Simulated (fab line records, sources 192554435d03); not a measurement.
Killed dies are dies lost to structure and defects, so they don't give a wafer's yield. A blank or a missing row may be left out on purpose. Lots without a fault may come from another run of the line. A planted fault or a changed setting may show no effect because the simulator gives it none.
One fault seen from 2 desks | flow n5_finfet | each desk has only its own numbers; what lay behind them comes last

THE METROLOGY DESK
What the gauges read, lot by lot, whatever tool the lot ran on: means of the sampled wafers that have a number. A lot is out of limits, marked OUT, if its mean lies more than 4 standard deviations from the usual mean; the brackets give that distance. Of its 10 readings 7 are shown: those that lie furthest out on some lot.
Columns: A = DIBL_P at N5_BEOL_M4_RC_MEAS_101, usual 36.2 mV/V; B = IOFF_N at N5_BEOL_M4_RC_MEAS_101, usual 0.155 nA/um; C = ION_N at N5_BEOL_M4_RC_MEAS_101, usual 674 uA/um; D = ION_P at N5_BEOL_M4_RC_MEAS_101, usual 463 uA/um; E = SS_N at N5_BEOL_M4_RC_MEAS_101, usual 71.4 mV/dec; F = VT_N at N5_BEOL_M4_RC_MEAS_101, usual 250.0 mV; G = VT_P at N5_BEOL_M4_RC_MEAS_101, usual -251 mV
lot  | first seen here | A    | B     | C   | D   | E    | F     | G
L483 | day 9 19:06     | 33.6 | 0.111 | 657 | 457 | 70.8 | 255.0 | -254
L484 | day 11 04:40    | 36.4 | 0.146 | 668 | 456 | 71.6 | 251.3 | -252
L491 | day 12 11:48    | 36.5 | 0.151 | 672 | 458 | 71.3 | 251.0 | -251
L492 | day 12 12:08    | 35.9 | 0.167 | 678 | 458 | 71.1 | 249.1 | -255
L502 | day 14 15:31    | 36.6 | 0.167 | 681 | 474 | 72.1 | 251.0 | -246
L506 | day 15 11:43    | 34.6 | 0.125 | 669 | 464 | 70.8 | 253.6 | -250
L505 | day 15 22:30    | 33.7 | 0.124 | 657 | 451 | 71.2 | 254.6 | -256
L503 | day 16 09:26    | 36.1 | 0.151 | 673 | 464 | 71.3 | 249.2 | -252
L504 | day 16 13:35    | 33.5 | 0.125 | 668 | 457 | 70.6 | 254.5 | -253
This desk's finding: nothing out of limits on any of the 9 lots.

THE TOOL OWNER'S DESK: ald_sin-02
The tool's own readings at N5_BEOL_M0_SAQP_SPACER1_ALD_98 (deposits SiO2, target thk 12.8 nm, pulse time 1 s, purge time 2 s): means of the sampled wafers that have a number, for each lot that ran on this tool. A lot is out of limits, marked OUT, if its mean lies more than 4 standard deviations from the usual mean; the brackets give that distance.
Columns: A = heater_power_w at N5_BEOL_M0_SAQP_SPACER1_ALD_98, usual 460 W; B = precursor_pulse_height_rel at N5_BEOL_M0_SAQP_SPACER1_ALD_98, usual 1.002; C = susceptor_temp_C at N5_BEOL_M0_SAQP_SPACER1_ALD_98, usual 299.99 C
lot  | first seen here | A   | B     | C
L483 | day 5 15:18     | 473 | 0.998 | 299.96
L491 | day 7 23:20     | 394 | 0.994 | 295.78 (-22) OUT
L492 | day 8 04:10     | 453 | 1.004 | 295.75 (-22) OUT
L502 | day 10 19:53    | 441 | 1.009 | 300.15
L506 | day 11 07:59    | 421 | 1.003 | 299.79
L505 | day 11 10:55    | 445 | 0.993 | 300.14
L503 | day 11 13:35    | 408 | 0.984 | 300.00
This desk's finding: out of limits on L491, L492; first on L491, day 7 23:20 (susceptor_temp_C at N5_BEOL_M0_SAQP_SPACER1_ALD_98). In limits: L483, L502, L506, L505, L503.

PUT TOGETHER
The tool owner's desk could have raised an alarm at day 7 23:20, on L491, L492.
The metrology desk saw nothing out of limits.
The metrology desk has L491, L492 on record, within its limits.
Of the lots named, all ran N5_BEOL_M0_SAQP_SPACER1_ALD_98 on ald_sin-02.

WHAT THE SIMULATOR HAD PUT IN
Process parameter drift: ald_sin-02, from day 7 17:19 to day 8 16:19, at N5_BEOL_M0_SAQP_SPACER1_ALD_98. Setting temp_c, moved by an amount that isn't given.
Lots struck among those shown: L491, L492.
Hours from the fault's start to each desk's first reading out of limits: the tool owner's desk, 6.
